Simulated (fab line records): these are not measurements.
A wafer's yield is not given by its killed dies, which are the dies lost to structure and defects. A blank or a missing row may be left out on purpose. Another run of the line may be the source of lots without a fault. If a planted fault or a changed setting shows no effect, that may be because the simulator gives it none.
What tool caused it? | flow nand_harc | 24 lots with 72 wafers sampled at 6 steps, on a route of 1302 steps

== WHAT EACH GAUGE READ, for each wafer ==
The record holds no reading of a measuring or inspecting step that can be judged against a usual standard deviation.

== EACH LOT AND THE TOOL THAT RAN IT (in order: tool; ch and the chambers of the sampled wafers; start) ==
lot  | NHARC_A_CHANNEL_HOLE_D2_ETCH_44    | NHARC_A_CHANNEL_FILL_D2_ALD_14   | NHARC_A_CHANNEL_FILL_D2_ALD_15      | NHARC_A_STAIRCASE_ETCH_13      | NHARC_A_STAIRCASE_ETCH_190     | NHARC_A_STAIRCASE_ETCH_192
L074 | rie_diel-09 ch 0,1, day 13 16:43   | ald_hk-04 ch 0,2,3, day 14 01:59 | ald_sin_batch-01 ch 0, day 14 04:44 | rie_diel-11 ch 0,2, no start   | rie_diel-03 ch 0,3, no start   | rie_diel-03 ch 0,3, no start
L075 | rie_diel-08 ch 0,1,3, day 13 17:02 | ald_hk-04 ch 1,2, day 14 01:28   | ald_sin_batch-01 ch 0, day 14 04:44 | rie_diel-04 ch 0,3, no start   | rie_diel-04 ch 0,1,3, no start | rie_diel-03 ch 2,3, no start
L076 | rie_diel-05 ch 0,1, day 14 12:00   | ald_hk-04 ch 1,2,3, day 14 20:17 | ald_sin_batch-03 ch 0, no start     | rie_diel-04 ch 1,2,3, no start | rie_diel-11 ch 0,1,3, no start | rie_diel-11 ch 1,2,3, no start
L078 | rie_diel-08 ch 0,2,3, day 15 02:51 | ald_hk-01 ch 1,2, day 15 15:24   | ald_sin_batch-02 ch 0, no start     | rie_diel-11 ch 0,1,2, no start | rie_diel-04 ch 1,2,3, no start | rie_diel-04 ch 1,2,3, no start
L077 | rie_diel-09 ch 0,2, day 15 05:34   | ald_hk-01 ch 2,3, day 15 15:37   | ald_sin_batch-02 ch 0, no start     | rie_diel-04 ch 1,3, no start   | rie_diel-03 ch 1,3, no start   | rie_diel-03 ch 1,2, no start
L080 | rie_diel-09 ch 0,1,3, day 15 23:35 | ald_hk-04 ch 1,2,3, day 16 07:49 | ald_sin_batch-01 ch 0, no start     | rie_diel-03 ch 1,2,3, no start | rie_diel-11 ch 0,1,2, no start | rie_diel-11 ch 0,1, no start
L079 | rie_diel-05 ch 0,1,2, day 16 02:44 | ald_hk-04 ch 0,1,3, day 16 11:33 | ald_sin_batch-02 ch 0, no start     | rie_diel-11 ch 0,2,3, no start | rie_diel-04 ch 2,3, no start   | rie_diel-04 ch 0,1,2, no start
L081 | rie_diel-09 ch 0,2,3, day 16 08:25 | ald_hk-02 ch 0,2,3, day 16 18:31 | ald_sin_batch-01 ch 0, no start     | rie_diel-04 ch 1,2,3, no start | rie_diel-11 ch 0,2,3, no start | rie_diel-11 ch 1,2,3, no start
L082 | rie_diel-08 ch 0,2, day 16 22:38   | ald_hk-01 ch 0,2, day 17 06:53   | ald_sin_batch-01 ch 0, no start     | rie_diel-03 ch 1,2,3, no start | rie_diel-04 ch 1,2,3, no start | rie_diel-04 ch 1,3, no start
L083 | rie_diel-05 ch 0,1,2, day 17 18:55 | ald_hk-02 ch 0,1,2, day 18 03:09 | ald_sin_batch-03 ch 0, no start     | rie_diel-11 ch 0,1,2, no start | rie_diel-04 ch 0,1,2, no start | rie_diel-04 ch 0,3, no start
L086 | rie_diel-09 ch 2,3, day 17 19:28   | ald_hk-01 ch 0,1, day 18 03:07   | ald_sin_batch-03 ch 0, no start     | rie_diel-03 ch 0,1,2, no start | rie_diel-11 ch 0,3, no start   | rie_diel-11 ch 0,2,3, no start
L084 | rie_diel-08 ch 1,2,3, day 17 23:05 | ald_hk-04 ch 0,1,2, day 18 07:22 | ald_sin_batch-01 ch 0, no start     | rie_diel-11 ch 0,1,3, no start | rie_diel-11 ch 2,3, no start   | rie_diel-11 ch 0,2, no start
L085 | rie_diel-09 ch 0,1,2, day 18 03:16 | ald_hk-01 ch 0,1,3, day 18 11:29 | ald_sin_batch-01 ch 0, day 18 14:49 | rie_diel-04 ch 0,1,2, no start | rie_diel-11 ch 1,2,3, no start | rie_diel-11 ch 0,2,3, no start
L087 | rie_diel-08 ch 0,1,3, day 18 15:23 | ald_hk-02 ch 0,1,2, day 19 00:05 | ald_sin_batch-03 ch 0, no start     | rie_diel-04 ch 0,1,2, no start | rie_diel-03 ch 0,1,3, no start | rie_diel-03 ch 0,1,3, no start
L088 | rie_diel-08 ch 0,1, day 19 09:38   | ald_hk-02 ch 2,3, day 19 19:03   | ald_sin_batch-03 ch 0, no start     | rie_diel-04 ch 1,2, no start   | rie_diel-11 ch 0,1,3, no start | rie_diel-11 ch 2,3, no start
L089 | rie_diel-08 ch 1,2,3, day 19 13:31 | ald_hk-02 ch 1,2, day 19 22:09   | ald_sin_batch-02 ch 0, no start     | rie_diel-03 ch 1,2, no start   | rie_diel-03 ch 0,1,2, no start | rie_diel-03 ch 1,3, no start
L090 | rie_diel-09 ch 0,2,3, day 20 00:33 | ald_hk-02 ch 1,2,3, day 20 08:47 | ald_sin_batch-01 ch 0, no start     | rie_diel-04 ch 1,2,3, no start | rie_diel-11 ch 0,1,3, no start | rie_diel-11 ch 0,2,3, no start
L091 | rie_diel-09 ch 0,1,3, day 20 14:04 | ald_hk-04 ch 1,2,3, day 20 22:15 | ald_sin_batch-02 ch 0, no start     | rie_diel-11 ch 0,1,2, no start | rie_diel-04 ch 1,2,3, no start | rie_diel-04 ch 0,2,3, no start
L092 | rie_diel-08 ch 1,2,3, day 20 14:26 | ald_hk-04 ch 1,2,3, day 20 22:33 | ald_sin_batch-02 ch 0, no start     | rie_diel-04 ch 1,2,3, no start | rie_diel-11 ch 0,1,3, no start | rie_diel-11 ch 2,3, no start
L093 | rie_diel-08 ch 1,2,3, day 21 07:50 | ald_hk-01 ch 0,2,3, day 21 16:01 | ald_sin_batch-03 ch 0, no start     | rie_diel-03 ch 0,2,3, no start | rie_diel-03 ch 0,1,2, no start | rie_diel-03 ch 0,1,2, no start
L095 | rie_diel-09 ch 0,1,2, day 22 04:55 | ald_hk-01 ch 0,1,2, day 22 14:49 | ald_sin_batch-03 ch 0, no start     | rie_diel-04 ch 0,2,3, no start | rie_diel-11 ch 0,1,3, no start | rie_diel-11 ch 0,1,2, no start
L094 | rie_diel-05 ch 1,3, day 22 05:01   | ald_hk-02 ch 0,1,3, day 22 14:53 | ald_sin_batch-03 ch 0, no start     | rie_diel-03 ch 0,2, no start   | rie_diel-03 ch 0,1,3, no start | rie_diel-03 ch 0,3, no start
L096 | rie_diel-05 ch 0,2,3, day 22 13:15 | ald_hk-04 ch 1,2,3, day 22 21:25 | ald_sin_batch-02 ch 0, no start     | rie_diel-04 ch 0,2,3, no start | rie_diel-04 ch 1,2,3, no start | rie_diel-04 ch 0,1,3, no start
L097 | rie_diel-09 ch 0,1,2, day 23 02:37 | ald_hk-04 ch 0,1, day 23 11:00   | ald_sin_batch-03 ch 0, no start     | rie_diel-04 ch 1,2,3, no start | rie_diel-11 ch 1,2,3, no start | rie_diel-11 ch 0,1,3, no start
- NHARC_A_CHANNEL_HOLE_D2_ETCH_44: etches the open film in CF4/O2, target depth 140 nm, overetch 14 nm, time 77 s.
- NHARC_A_CHANNEL_FILL_D2_ALD_14: deposits SiO2, target thk 2.5 nm, pulse time 10 s, ald cycles 25.
- NHARC_A_CHANNEL_FILL_D2_ALD_15: deposits SiNx, target thk 2 nm, pulse time 60 s, ald cycles 19.
- NHARC_A_STAIRCASE_ETCH_13: etches the open film in C4F8/O2, target depth 100 nm, time 40.5 s.
- NHARC_A_STAIRCASE_ETCH_190: etches the open film in C4F8/O2, target depth 100 nm, time 40.5 s.
- NHARC_A_STAIRCASE_ETCH_192: etches the open film in C4F8/O2, target depth 100 nm, time 40.5 s.

== WHAT THE TOOLS THEMSELVES READ (means of the sampled wafers that have a number; where no wafer has one, the mark that the record gives instead) ==
NHARC_A_CHANNEL_HOLE_D2_ETCH_44.
lot  | tool        | chamber_pressure_mTorr (mTorr) | drypump_motor_current_A (A) | oes_product_au (a.u.) | rf_vpp_V (V) | showerhead_plenum_p_Torr (Torr) | throttle_valve_pct (%)
L074 | rie_diel-09 | 29.998                         | 5.5                         | 0.981                 | 197.1        | 1.31                            | 13.396
L075 | rie_diel-08 | 30.005                         | 5.6                         | 1.002                 | 197.3        | 1.31                            | 13.394
L076 | rie_diel-05 | 30.004                         | 5.7                         | 0.987                 | 199.6        | 1.36                            | 13.406
L078 | rie_diel-08 | 29.990                         | 5.6                         | 0.998                 | 196.1        | 1.28                            | 13.398
L077 | rie_diel-09 | 30.011                         | 5.8                         | 0.988                 | 197.5        | 1.30                            | 13.414
L080 | rie_diel-09 | 30.021                         | 5.3                         | 0.991                 | 198.4        | 1.34                            | 13.391
L079 | rie_diel-05 | 29.985                         | 5.7                         | 0.987                 | 198.3        | 1.36                            | 13.393
L081 | rie_diel-09 | 30.009                         | 5.6                         | 0.986                 | 198.6        | 1.34                            | 13.378
L082 | rie_diel-08 | 30.003                         | 5.8                         | 1.022                 | 196.1        | 1.28                            | 13.394
L083 | rie_diel-05 | 29.995                         | 5.6                         | 0.988                 | 198.7        | 1.36                            | 13.398
L086 | rie_diel-09 | 30.024                         | 6.0                         | 1.013                 | 197.6        | 1.34                            | 13.403
L084 | rie_diel-08 | 30.001                         | 5.7                         | 1.000                 | 196.7        | 1.30                            | 13.392
L085 | rie_diel-09 | 29.983                         | 5.8                         | 1.002                 | 197.3        | 1.31                            | 13.404
L087 | rie_diel-08 | 30.007                         | 5.6                         | 1.004                 | 196.9        | 1.31                            | 13.398
L088 | rie_diel-08 | 30.004                         | 5.8                         | 1.009                 | 199.1        | 1.36                            | 13.402
L089 | rie_diel-08 | 29.999                         | 5.7                         | 1.002                 | 195.9        | 1.30                            | 13.393
L090 | rie_diel-09 | 30.010                         | 5.6                         | 0.994                 | 197.4        | 1.34                            | 13.404
L091 | rie_diel-09 | 29.990                         | 5.3                         | 0.980                 | 197.6        | 1.34                            | 13.397
L092 | rie_diel-08 | 30.038                         | 5.7                         | 1.003                 | 197.0        | 1.30                            | 13.401
L093 | rie_diel-08 | 30.007                         | 5.7                         | 0.996                 | 197.8        | 1.30                            | 13.396
L095 | rie_diel-09 | 29.983                         | 5.8                         | 1.003                 | 197.1        | 1.31                            | 13.399
L094 | rie_diel-05 | 29.997                         | 5.4                         | 0.979                 | 198.5        | 1.37                            | 13.388
L096 | rie_diel-05 | 29.982                         | 5.7                         | 1.006                 | 198.2        | 1.34                            | 13.399
L097 | rie_diel-09 | 30.003                         | 5.9                         | 1.008                 | 197.5        | 1.31                            | 13.407

NHARC_A_CHANNEL_FILL_D2_ALD_14.
lot  | tool      | heater_power_w (W) | precursor_pulse_height_rel
L074 | ald_hk-04 | 469                | 1.000
L075 | ald_hk-04 | 461                | 0.997
L076 | ald_hk-04 | 470                | 0.999
L078 | ald_hk-01 | 535                | 1.000
L077 | ald_hk-01 | 526                | 0.980
L080 | ald_hk-04 | 472                | 1.010
L079 | ald_hk-04 | 464                | 1.007
L081 | ald_hk-02 | 436                | 1.004
L082 | ald_hk-01 | 525                | 1.012
L083 | ald_hk-02 | 462                | 1.020
L086 | ald_hk-01 | 506                | 1.003
L084 | ald_hk-04 | 469                | 1.003
L085 | ald_hk-01 | 485                | 1.005
L087 | ald_hk-02 | 471                | 0.994
L088 | ald_hk-02 | 501                | 1.005
L089 | ald_hk-02 | 535                | 1.010
L090 | ald_hk-02 | 511                | 0.996
L091 | ald_hk-04 | 491                | 0.977
L092 | ald_hk-04 | 494                | 0.997
L093 | ald_hk-01 | 513                | 1.010
L095 | ald_hk-01 | 519                | 0.986
L094 | ald_hk-02 | 485                | 0.995
L096 | ald_hk-04 | 500                | 0.990
L097 | ald_hk-04 | 491                | 1.014

NHARC_A_CHANNEL_FILL_D2_ALD_15.
lot  | tool             | precursor_pulse_height_rel
L074 | ald_sin_batch-01 | 1.002
L075 | ald_sin_batch-01 | 0.987
L076 | ald_sin_batch-03 | 1.001
L078 | ald_sin_batch-02 | 1.005
L077 | ald_sin_batch-02 | 0.998
L080 | ald_sin_batch-01 | 0.994
L079 | ald_sin_batch-02 | 0.992
L081 | ald_sin_batch-01 | 0.979
L082 | ald_sin_batch-01 | 1.011
L083 | ald_sin_batch-03 | 0.990
L086 | ald_sin_batch-03 | 1.025
L084 | ald_sin_batch-01 | 1.004
L085 | ald_sin_batch-01 | 1.008
L087 | ald_sin_batch-03 | 1.012
L088 | ald_sin_batch-03 | 0.990
L089 | ald_sin_batch-02 | 1.001
L090 | ald_sin_batch-01 | 0.998
L091 | ald_sin_batch-02 | 0.993
L092 | ald_sin_batch-02 | 0.991
L093 | ald_sin_batch-03 | 0.996
L095 | ald_sin_batch-03 | 1.020
L094 | ald_sin_batch-03 | 1.005
L096 | ald_sin_batch-02 | 1.010
L097 | ald_sin_batch-03 | 0.998

NHARC_A_STAIRCASE_ETCH_13.
lot  | tool        | chamber_pressure_mTorr (mTorr) | oes_product_au (a.u.) | rf_vpp_V (V)
L074 | rie_diel-11 | 24.992                         | 0.940                 | 890
L075 | rie_diel-04 | 24.986                         | 0.957                 | 888
L076 | rie_diel-04 | 24.995                         | 0.943                 | 895
L078 | rie_diel-11 | 25.011                         | 0.965                 | 891
L077 | rie_diel-04 | 25.004                         | 0.933                 | 894
L080 | rie_diel-03 | 25.005                         | 0.925                 | 893
L079 | rie_diel-11 | 25.005                         | 0.932                 | 893
L081 | rie_diel-04 | 25.005                         | 0.930                 | 895
L082 | rie_diel-03 | 25.000                         | 0.936                 | 893
L083 | rie_diel-11 | 24.990                         | 0.936                 | 890
L086 | rie_diel-03 | 24.993                         | 0.926                 | 893
L084 | rie_diel-11 | 25.014                         | 0.929                 | 893
L085 | rie_diel-04 | 25.002                         | 0.925                 | 901
L087 | rie_diel-04 | 25.022                         | 0.940                 | 902
L088 | rie_diel-04 | 25.002                         | 0.929                 | 901
L089 | rie_diel-03 | 25.003                         | 0.959                 | 901
L090 | rie_diel-04 | 24.995                         | 0.959                 | 896
L091 | rie_diel-11 | 25.010                         | 0.967                 | 889
L092 | rie_diel-04 | 25.026                         | 0.959                 | 895
L093 | rie_diel-03 | 24.981                         | 0.929                 | 901
L095 | rie_diel-04 | 24.998                         | 0.945                 | 902
L094 | rie_diel-03 | 25.007                         | 0.956                 | 904
L096 | rie_diel-04 | 24.989                         | 0.942                 | 902
L097 | rie_diel-04 | 24.988                         | 0.938                 | 901

NHARC_A_STAIRCASE_ETCH_190.
lot  | tool        | chamber_pressure_mTorr (mTorr) | oes_product_au (a.u.) | rf_vpp_V (V)
L074 | rie_diel-03 | 25.011                         | 0.932                 | 900
L075 | rie_diel-04 | 24.986                         | 0.948                 | 893
L076 | rie_diel-11 | 24.969                         | 0.938                 | 893
L078 | rie_diel-04 | 25.019                         | 0.933                 | 896
L077 | rie_diel-03 | 24.985                         | 0.943                 | 897
L080 | rie_diel-11 | 24.979                         | 0.937                 | 891
L079 | rie_diel-04 | 25.010                         | 0.931                 | 890
L081 | rie_diel-11 | 25.007                         | 0.927                 | 892
L082 | rie_diel-04 | 25.005                         | 0.933                 | 896
L083 | rie_diel-04 | 24.986                         | 0.941                 | 901
L086 | rie_diel-11 | 25.015                         | 0.941                 | 891
L084 | rie_diel-11 | 24.983                         | 0.951                 | 896
L085 | rie_diel-11 | 25.007                         | 0.956                 | 894
L087 | rie_diel-03 | 25.017                         | 0.951                 | 898
L088 | rie_diel-11 | 24.990                         | 0.950                 | 892
L089 | rie_diel-03 | 25.009                         | 0.951                 | 900
L090 | rie_diel-11 | 24.994                         | 0.954                 | 892
L091 | rie_diel-04 | 25.000                         | 0.946                 | 894
L092 | rie_diel-11 | 24.999                         | 0.945                 | 893
L093 | rie_diel-03 | 24.990                         | 0.941                 | 901
L095 | rie_diel-11 | 25.025                         | 0.928                 | 892
L094 | rie_diel-03 | 24.992                         | 0.939                 | 898
L096 | rie_diel-04 | 24.979                         | 0.932                 | 901
L097 | rie_diel-11 | 25.012                         | 0.949                 | 893

NHARC_A_STAIRCASE_ETCH_192.
lot  | tool        | chamber_pressure_mTorr (mTorr) | oes_product_au (a.u.) | rf_vpp_V (V)
L074 | rie_diel-03 | 24.986                         | 0.944                 | 903
L075 | rie_diel-03 | 25.011                         | 0.951                 | 892
L076 | rie_diel-11 | 24.982                         | 0.953                 | 895
L078 | rie_diel-04 | 25.013                         | 0.931                 | 895
L077 | rie_diel-03 | 25.001                         | 0.954                 | 889
L080 | rie_diel-11 | 24.988                         | 0.950                 | 889
L079 | rie_diel-04 | 25.010                         | 0.925                 | 901
L081 | rie_diel-11 | 24.999                         | 0.940                 | 894
L082 | rie_diel-04 | 24.995                         | 0.930                 | 893
L083 | rie_diel-04 | 25.021                         | 0.962                 | 893
L086 | rie_diel-11 | 24.999                         | 0.936                 | 892
L084 | rie_diel-11 | 25.018                         | 0.937                 | 889
L085 | rie_diel-11 | 25.007                         | 0.942                 | 892
L087 | rie_diel-03 | 25.020                         | 0.941                 | 898
L088 | rie_diel-11 | 24.996                         | 0.947                 | 895
L089 | rie_diel-03 | 25.008                         | 0.939                 | 897
L090 | rie_diel-11 | 25.000                         | 0.944                 | 891
L091 | rie_diel-04 | 25.003                         | 0.952                 | 895
L092 | rie_diel-11 | 25.007                         | 0.940                 | 895
L093 | rie_diel-03 | 24.988                         | 0.954                 | 899
L095 | rie_diel-11 | 25.018                         | 0.934                 | 890
L094 | rie_diel-03 | 25.008                         | 0.950                 | 902
L096 | rie_diel-04 | 24.977                         | 0.931                 | 904
L097 | rie_diel-11 | 25.026                         | 0.943                 | 893

== THE ANSWER, worked out from the rows above alone ==
Rule: what is usual is taken from the lots themselves. The widest of any qualifying gaps counts: lots, ordered by their means at a reading, are off when they make up no more than a third of the lots, leave a main group of 4 or more, and stand apart from it by 3 or more times the standard deviation of that group's means. The tables above print the reading to a certain number of digits; a main group whose means all agree to those digits is not used. A lot without any number at a reading at which 4 lots or more have one is off too. Where the step has rows for the other lots, those lots are counted as sound. Order of review: gauges by route order, followed by the tools' own readings, for which a lot's mean as printed above is used. At the first step where some lot is off, the reading lying furthest off is the one used; lots without a number count as furthest.
No lot is off at any reading shown: from this, nothing can be told.

== WHAT WAS PUT IN BY THE SIMULATOR ==
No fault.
